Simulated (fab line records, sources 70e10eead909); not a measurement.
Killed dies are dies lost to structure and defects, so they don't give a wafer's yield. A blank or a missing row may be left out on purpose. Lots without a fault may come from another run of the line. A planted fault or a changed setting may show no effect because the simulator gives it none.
Which tool did it? | flow nand_harc | 11 lots, 33 wafers sampled, at 3 steps of a route of 1302

WHAT THE GAUGES READ, wafer by wafer
NHARC_A_SLIT_CD_MEAS_09: target cd 300 nm.
lot  | measured     | on        | cd_nm (nm)
L075 | day 20 10:25 | cd_sem-03 | 299.9 299.9 300.2
L077 | day 20 19:02 | cd_sem-03 | 299.4 300.3 299.8
L079 | day 21 23:40 | cd_sem-01 | 299.3 299.8 299.2
L083 | day 23 16:50 | cd_sem-03 | 300.0 300.3 301.1
L084 | day 24 09:54 | cd_sem-03 | 299.8 299.4 299.7
L087 | day 24 19:05 | cd_sem-03 | 299.8 300.1 300.5
L088 | day 25 15:59 | cd_sem-03 | 300.0 299.6 300.2
L090 | day 26 04:38 | cd_sem-01 | 299.1 298.8 299.8
L092 | day 27 04:57 | cd_sem-01 | 299.6 300.4 299.4
L094 | day 27 15:27 | cd_sem-01 | 300.4 299.3 299.6
L096 | day 28 13:47 | cd_sem-02 | 300.7 300.4 299.6

WHICH TOOL RAN EACH LOT (tool, then ch and the chambers of the sampled wafers, then the start)
lot  | NHARC_A_SGD_CUT_ETCH_15                       | NHARC_A_SGD_CUT_ETCHBACK_24
L075 | rie_diel-11 ch 0,2,3, day 20 01:52 or earlier | rie_diel-10 ch 1,3, day 20 01:52
L077 | rie_diel-10 ch 0,1, day 20 11:16 or earlier   | rie_diel-08 ch 0,1,3, day 20 11:16
L079 | rie_diel-10 ch 0,1,2, day 21 16:08 or earlier | rie_diel-08 ch 0,1,2, day 21 16:08
L083 | rie_diel-11 ch 0,2,3, day 23 11:51 or earlier | rie_diel-10 ch 0,1,3, day 23 11:51
L084 | rie_diel-11 ch 1,2, day 24 03:26 or earlier   | rie_diel-08 ch 1,2,3, day 24 03:26
L087 | rie_diel-11 ch 0,1, day 24 08:50 or earlier   | rie_diel-11 ch 0,3, day 24 08:50
L088 | rie_diel-08 ch 0,1,3, day 25 10:07 or earlier | rie_diel-10 ch 0,1,2, day 25 10:07
L090 | rie_diel-08 ch 0,1,2, day 25 22:49 or earlier | rie_diel-08 ch 2,3, day 25 22:49
L092 | rie_diel-08 ch 0,1,2, day 26 22:43 or earlier | rie_diel-10 ch 1,3, day 26 22:43
L094 | rie_diel-11 ch 0,2, day 27 10:08 or earlier   | rie_diel-08 ch 0,1,2, day 27 10:08
L096 | rie_diel-10 ch 0,2,3, day 28 08:41 or earlier | rie_diel-10 ch 0,1,3, day 28 08:41
- NHARC_A_SGD_CUT_ETCH_15: etches the open film in CH3F/O2, target depth 75 nm, time 64.3 s.
- NHARC_A_SGD_CUT_ETCHBACK_24: etches the open film in CH3F/O2, target depth 50 nm, time 92.857 s.

THE ANSWER, worked out from the rows above alone
Rule: what is usual is taken from the lots themselves. Put in order of their means at a reading, lots are off if they are a third of the lots or fewer, leave a main group of 4 or more, and stand apart from it by a gap of 3 or more times the standard deviation of the main group's means; of several such gaps the widest counts. A main group whose means are all the same, to the digits that the tables above print for the reading, isn't used. A lot without any number at a reading at which 4 lots or more have one is off too. The other lots that the step has rows for count as sound.
No lot is off at any reading shown: from this, nothing can be told.

WHAT THE SIMULATOR HAD PUT IN
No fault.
